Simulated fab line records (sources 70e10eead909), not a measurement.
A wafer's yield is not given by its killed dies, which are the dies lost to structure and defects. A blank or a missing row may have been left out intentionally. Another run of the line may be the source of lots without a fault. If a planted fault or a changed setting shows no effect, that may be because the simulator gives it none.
2 desks looking at one fault	flow nand_harc	only its own numbers are on each desk; what lay behind them is given at the end

== THE METROLOGY DESK ==
Means of the sampled wafers that have a number, per lot and without regard to the tool the lot ran on: this is what the gauges read. The brackets show how far a lot's mean lies from the usual mean; more than 4 standard deviations puts the lot out of limits, marked OUT.
Columns: A = cd_nm at NHARC_A_M0_CD_MEAS_09, usual 80.0 nm
lot	first seen here	A
L393	day 17 18:58	80.4
L391	day 18 01:58	80.0
L392	day 18 02:34	80.1
L396	day 18 19:37	80.1
L398	day 19 17:08	77.5
L403	day 19 22:04	76.7 (-4.6) OUT
L405	day 21 14:27	80.0
L407	day 22 10:44	80.5
L410	day 22 14:56	80.1
L412	day 23 05:28	81.0
L413	day 23 08:38	79.8
This desk finds L403 out of limits, L403 being first, at day 19 22:04 (cd_nm at NHARC_A_M0_CD_MEAS_09). L393, L391, L392, L396, L398, L405, L407, L410, L412, L413 stayed within limits.

== THE DEFECT DESK ==
Per lot, the means of the sampled wafers with a number show what the inspections along the route counted. The brackets show how far a lot's mean lies from the usual mean; more than 4 standard deviations puts the lot out of limits, marked OUT.
Columns: A = raw_defect_count at NHARC_A_M0_INSPECT_11, usual 29
lot	first seen here	A
L393	day 17 19:05	14
L391	day 18 02:06	29
L392	day 18 02:41	6
L396	day 18 19:44	28
L398	day 19 17:16	21
L403	day 19 22:12	12
L405	day 21 14:34	32
L407	day 22 10:52	37
L410	day 22 15:03	10
L412	day 23 05:35	46
L413	day 23 08:45	54
This desk found nothing out of limits on any of the 11 lots.

== PUT TOGETHER ==
On L403, the metrology desk was in a position to raise an alarm at day 19 22:04.
No out-of-limits result turned up at the defect desk.
The defect desk has L403 on record, within its limits.
Every lot named ran NHARC_A_M0_DEVELOP_08 on litho_track-06.

== WHAT WAS PUT IN BY THE SIMULATOR ==
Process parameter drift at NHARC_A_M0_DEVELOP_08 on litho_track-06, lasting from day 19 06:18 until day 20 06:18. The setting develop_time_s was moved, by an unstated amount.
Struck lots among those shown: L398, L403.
Per desk, hours elapsed from the start of the fault to the first reading out of limits: for the metrology desk, 16.
